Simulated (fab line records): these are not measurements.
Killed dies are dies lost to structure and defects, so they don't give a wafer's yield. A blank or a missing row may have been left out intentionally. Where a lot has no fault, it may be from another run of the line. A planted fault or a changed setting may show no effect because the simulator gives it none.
The tool behind it: which one? | flow n5-finfet | Sampling: 10 lots, 27 wafers, 4 of 1938 route steps

## WHAT THE GAUGES READ, wafer by wafer
N5_BEOL_M15_THK_MEAS_50: measures by xrf.
lot  | measured     | on            | M15_THK (nm)
L221 | day 12 05:40 | film-metro-02 | 884 864 861
L226 | day 13 10:22 | film-metro-02 | 856 867 878
L227 | day 13 22:40 | film-metro-02 | 861 880 844
L228 | day 14 00:56 | film-metro-02 | 893 772
L232 | day 14 17:41 | film-metro-01 | 794 888
L234 | day 16 00:42 | film-metro-02 | 800 799
L238 | day 16 14:16 | film-metro-02 | 873 884 869
L237 | day 16 17:59 | film-metro-02 | 867 857 875
L240 | day 17 02:03 | film-metro-01 | 876 896 873
L241 | day 17 14:40 | film-metro-01 | 872 864 877

## WHICH TOOL RAN EACH LOT (tool, then ch and the chambers of the sampled wafers, then the start)
lot  | N5_BEOL_M15_DESCUM_33              | N5_BEOL_M15_TRENCH_ETCH_34         | N5_BEOL_M15_SPUTTER_45
L221 | rie-diel-03 ch 0,2,3, day 12 01:15 | rie-diel-03 ch 0,2,3, day 12 01:20 | pvd-sputter-01, day 12 04:43
L226 | rie-diel-05 ch 0,3, day 13 06:52   | rie-diel-05 ch 0,3, day 13 06:57   | pvd-sputter-03, day 13 08:32
L227 | rie-diel-05 ch 0,1,3, day 13 19:47 | rie-diel-05 ch 0,1,3, day 13 19:52 | pvd-sputter-03, day 13 21:43
L228 | rie-diel-05 ch 0,1, day 13 22:58   | rie-diel-05 ch 0,1, day 13 23:02   | pvd-sputter-02, day 13 23:59
L232 | rie-diel-05 ch 3, day 14 14:27     | rie-diel-05 ch 3, day 14 14:32     | pvd-sputter-03, day 14 16:04
L234 | rie-diel-05 ch 2, day 15 22:28     | rie-diel-05 ch 2, day 15 22:33     | pvd-sputter-01, day 15 23:29
L238 | rie-diel-02 ch 1,2, day 16 11:31   | rie-diel-02 ch 1,2, day 16 11:36   | pvd-sputter-03, day 16 13:16
L237 | rie-diel-02 ch 0,1,3, day 16 14:29 | rie-diel-02 ch 0,1,3, day 16 14:35 | pvd-sputter-01, day 16 16:54
L240 | rie-diel-03 ch 0,1,2, day 16 21:28 | rie-diel-03 ch 0,1,2, day 16 21:32 | pvd-sputter-02, day 17 00:31
L241 | rie-diel-03 ch 1,2, day 17 10:44   | rie-diel-03 ch 1,2, day 17 10:49   | pvd-sputter-02, day 17 13:41
- N5_BEOL_M15_DESCUM_33: chemistry O2, time 7.9 s.
- N5_BEOL_M15_TRENCH_ETCH_34: etches SiO2 in C4F8/O2/Ar, target depth 872.93 nm, time 199 s.
- N5_BEOL_M15_SPUTTER_45: material Cu, target thk 100 nm, time 16.67 s.

## THE ANSWER, worked out from the rows above alone
Rule: the usual values come from the lots themselves. The widest of any qualifying gaps counts: lots, ordered by their means at a reading, are off when they make up no more than a third of the lots, leave a main group of 4 or more, and stand apart from it by 3 or more times the standard deviation of that group's means. A main group whose means are all the same, to the digits that the tables above print for the reading, isn't used. A lot without any number at a reading at which 4 lots or more have one is off too. Where the step has rows for the other lots, those lots are counted as sound.
Off: at N5_BEOL_M15_THK_MEAS_50 (M15_THK), L228, L232, L234. Mean 870 nm and standard deviation 6.1 in the main group.
A tool fits if, at a process step before that reading, it ran every lot that is off, and no sound lot after the first of them. The gauges at N5_BEOL_M15_THK_MEAS_50 are tried like those tools. One fits: rie-diel-05 at N5_BEOL_M15_DESCUM_33 and N5_BEOL_M15_TRENCH_ETCH_34. At N5_BEOL_M15_DESCUM_33 its last sound lot is L227 (day 13 19:47), its first lot that is off L228 (day 13 22:58): a fault that began between those two fits.

## WHAT WAS PUT IN BY THE SIMULATOR
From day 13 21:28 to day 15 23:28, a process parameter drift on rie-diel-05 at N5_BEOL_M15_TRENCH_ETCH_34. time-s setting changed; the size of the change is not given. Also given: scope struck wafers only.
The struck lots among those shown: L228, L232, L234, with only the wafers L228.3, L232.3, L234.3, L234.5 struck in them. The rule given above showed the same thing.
